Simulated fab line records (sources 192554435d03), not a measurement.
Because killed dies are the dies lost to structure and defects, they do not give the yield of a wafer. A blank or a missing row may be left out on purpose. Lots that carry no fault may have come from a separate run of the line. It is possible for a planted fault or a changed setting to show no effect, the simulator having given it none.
Chamber matching    flow n5-finfet    rie-diel-06 running N5_MOL_CONTACT_COAG_ETCH_66: 4 sister chambers
The step etches SiARC in CF4, target depth 13 nm, time 21.7 s. 4 wafers are shown with their chamber, then 9 later ones without.

WAFERS, EACH WITH ITS CHAMBER
wafer   chamber  showerhead-plenum-p-Torr (Torr)
L090.3  1        2.13
L090.4  2        2.03
L090.5  0        2.22
L090.6  3        2.24

WAFERS WITHOUT THEIR CHAMBER
wafer   showerhead-plenum-p-Torr (Torr)
L091.4  2.22
L091.5  2.03
L091.6  2.13
L095.1  2.21
L095.2  2.13
L095.3  2.24
L095.4  2.03
L095.5  2.03
L095.6  2.13

WHICH CHAMBER EACH WENT THROUGH
wafer   from the rows above  in truth
L091.4  0                    0
L091.5  2                    2
L091.6  1                    1
L095.1  0                    0
L095.2  1                    1
L095.3  3                    3
L095.4  2                    2
L095.5  2                    2
L095.6  1                    1
Correct placement for 9 of the 9. Number that these rows cannot place: 0. Placed wrongly: 0.
How it was worked out, from the rows above alone: a wafer's distance from a chamber is the root of the sum, over the readings, of the square of ((its reading less the chamber's mean) divided by the reading's scatter). The wafer belongs to the nearest chamber; if the next one is less than 2 further off, it can't be placed. Each chamber's mean is taken over the wafers shown for it. The scatter: with one shown wafer a chamber, the root of the mean of the squares of how far each hidden wafer lies from its nearest shown one.
